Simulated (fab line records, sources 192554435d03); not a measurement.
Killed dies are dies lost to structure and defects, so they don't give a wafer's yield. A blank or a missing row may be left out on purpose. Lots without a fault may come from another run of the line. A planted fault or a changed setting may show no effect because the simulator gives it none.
A struck lot beside a sound one | flow n5_finfet | 41 steps out of a route of 1938
Sound: wafers L748.1, L748.3, L748.4. Struck: wafer L765.5. (L765.1 of the same lot was not struck and is left out.) The cause comes at the end.
At each step with rows: each side's tool, then ch and its chambers, then its first start. Under that, the readings that differ: sound wafers | struck wafers | difference of the means | sigmas: that difference in standard deviations of wafers without a fault.
alike: readings whose means differ by less than 2 such deviations, and words and numbers that are the same on both sides. not compared: withheld readings, readings that some wafer has no value for, bounds like >300 that may hide the same value, and numbers for which the record gives no deviation and whose values overlap.
The two part at a step that has a row with sigmas, a row that says differs or no value, or rows on one side only. Numbers that don't overlap but have no deviation are shown without sigmas and don't part them. A reading that every wafer of one side lacks parts them only if that side has two wafers or more.

first, 4 steps without rows for these wafers: N5_BEOL_M13_ETCH_68 (etches SOC in N2/H2, time 355 s); N5_BEOL_M13_STRIP_69 (strips in N2/H2); N5_BEOL_M13_TRENCH_ETCH_34 (etches SiOC in C4F8/O2/Ar, target depth 413.47 nm, time 162.6 s); N5_BEOL_M13_STRIP_70 (strips in C4F8/O2/Ar).
N5_BEOL_M13_OCD_MEAS_35:
  sound on ocd-01, day 11 02:42; struck on ocd-02, day 16 01:44
  alike: trench_depth_nm
then, 1 step without rows for these wafers: N5_BEOL_M13_STRIP_37 (strips in N2/H2).
N5_BEOL_M13_ETCH_38: etches SiCN in CF4/N2, target depth 67.5 nm, time 71.9 s.
  sound on rie_diel-05 ch 0,2,3, day 11 04:35; struck on rie_diel-01 ch 2, day 16 01:54
  alike: cf4_flow_sccm, drypump_motor_current_A, mfc_ar_sccm, oes_product_au, rf_vpp_V, showerhead_plenum_p_Torr, throttle_valve_pct
  not compared: rf_hours_counter_h
then, 4 steps without rows for these wafers: N5_BEOL_M13_PRECLEAN_39 (cleans in residue remover, time 60 s); N5_BEOL_M13_SRD_40 (time 30 s, dry time 30 s); N5_BEOL_M13_DEGAS_41 (time 60 s); N5_BEOL_M13_PRE_CLEAN_42 (time 30 s).
N5_BEOL_M13_SPUTTER_43: material TaN, target thk 15 nm, time 24.19 s.
  sound on pvd_sputter-01, day 11 04:53; struck on pvd_sputter-02, day 16 02:25
  alike: throttle_valve_pct
N5_BEOL_M13_SPUTTER_44: material Ta, target thk 10 nm, time 16.13 s.
  sound on pvd_sputter-01, day 11 04:58; struck on pvd_sputter-02, day 16 02:29
  alike: throttle_valve_pct
N5_BEOL_M13_SPUTTER_45: material Cu, target thk 80 nm, time 13.33 s.
  sound on pvd_sputter-01, day 11 05:03; struck on pvd_sputter-02, day 16 02:34
  alike: chuck_gas_flow_sccm, throttle_valve_pct
then, 3 steps without rows for these wafers: N5_BEOL_M13_ECD_47 (material Cu, target thk 936 nm); N5_BEOL_M13_ANNEAL_48 (time 90 s); N5_BEOL_M13_CMP_49 (polishes, stops on SiOC, t overpolish 17.1 s, target thk 420 nm).
N5_BEOL_M13_THK_MEAS_50: measures by xrf.
  sound on film_metro-01, day 11 06:11; struck on film_metro-01, day 16 03:28
  alike: M13_THK
then, 2 steps without rows for these wafers: N5_BEOL_M13_PRE_CLEAN_52 (time 15 s); N5_BEOL_M13_DEP_53 (deposits SiCN from 3MS/NH3, target thk 50 nm, time 17.8 s).
N5_BEOL_M13_RS_MEAS_54: measures by four-point-probe.
  sound on film_metro-02, day 11 06:19; struck on film_metro-01, day 16 03:35
  alike: M13_RS
then, 1 step without rows for these wafers: N5_BEOL_M14_ILD_DEP_00 (deposits SiO2 from TEOS/O2, target thk 1119.3 nm, time 237.4 s).
N5_BEOL_M14_THK_MEAS_01:
  sound on film_metro-01, day 11 06:34; struck on film_metro-02, day 16 03:51
  alike: M14_ILD_THK
then, 8 steps without rows for these wafers: N5_BEOL_M14_COAT_58 (time 60 s, resist thk 89 nm); N5_BEOL_M14_COAT_04 (resist thk 800 nm); N5_BEOL_M14_EBR_06; N5_BEOL_M14_SOFTBAKE_05 (time 60 s); N5_BEOL_M14_EXPOSE_07 (exposes mask V13); N5_BEOL_M14_PEB_08 (peb time 90 s); N5_BEOL_M14_DEVELOP_09 (develop time 45 s); N5_BEOL_M14_HARDBAKE_14 (time 120 s).
N5_BEOL_M14_CD_MEAS_10: target cd 250 nm.
  sound on cd_sem-03 ch 0, day 11 06:52; struck on cd_sem-02 ch 0, day 16 04:17
  alike: cd_nm
N5_BEOL_M14_OVL_MEAS_11:
  sound on overlay-02 ch 0, day 11 06:55; struck on overlay-01 ch 0, day 16 04:19
  alike: V13_OVL
then, 2 steps without rows for these wafers: N5_BEOL_M14_DESCUM_15 (chemistry O2, time 7.9 s); N5_BEOL_M14_ETCH_59 (etches BARC in N2/H2, target depth 89 nm, overetch 26.7 nm, time 67.9 s).
N5_BEOL_M14_VIA_ETCH_16: etches SiO2 in C4F8/O2/Ar, target depth 1231.3 nm.
  sound on rie_diel-04 ch 0,2,3, day 11 07:03; struck on rie_diel-03 ch 0, day 16 05:02
  reading                | sound          | struck | difference | sigmas
  throttle_valve_pct (%) | 30.8 30.4 30.6 | 31.4   | +0.8       | +2
  alike: drypump_motor_current_A, mfc_ar_sccm, oes_product_au, rf_vpp_V, showerhead_plenum_p_Torr
N5_BEOL_M14_STRIP_63: strips in O2.
  sound on rie_diel-04 ch 0,2,3; struck on rie_diel-03 ch 0
  alike: drypump_motor_current_A, oes_product_au, rf_vpp_V, showerhead_plenum_p_Torr, temp_c, throttle_valve_pct
  not compared: rf_hours_counter_h
then, 3 steps without rows for these wafers: N5_BEOL_M14_STRIP_64 (strips in O2); N5_BEOL_M14_STRIP_71 (strips in post etch residue remover, time 60 s); N5_BEOL_M14_SRD_72 (time 30 s, dry time 30 s).
N5_PASSIVATION_PROBE_49:
  sound on prober-02, day 12 11:28; struck on prober-02, day 17 10:54
  reading                  | sound          | struck | difference | sigmas
  defect_limited_yield (%) | 91.7 92.4 92.7 | 79.1   | -13.2      | -9
  killed_at_M4_up          | 17 15 20       | 159    | +142       | +24
  killed_dies              | 98 90 86       | 247    | +156       | +9
  killed_on_rim            | 16 9 8         | 32     | +21        | +5
  sort_bin_5_function (%)  | 4.9 5.1 3.9    | 12.5   | +7.9       | +7
  sort_bin_6_memory (%)    | 3.1 2.3 3.1    | 4.7    | +1.9       | +3
  sort_n_pass              | 1082 1090 1094 | 933    | -156       | -9
  sort_yield_pct (%)       | 91.7 92.4 92.7 | 79.1   | -13.2      | -9
  alike: killed_at_M0_to_M3, killed_at_contacts, killed_at_front_end, killed_at_other, killed_open, killed_short

WHERE THEY PART
First at N5_BEOL_M14_VIA_ETCH_16; last, within this record, at N5_PASSIVATION_PROBE_49.

WHY: what the simulator had put in
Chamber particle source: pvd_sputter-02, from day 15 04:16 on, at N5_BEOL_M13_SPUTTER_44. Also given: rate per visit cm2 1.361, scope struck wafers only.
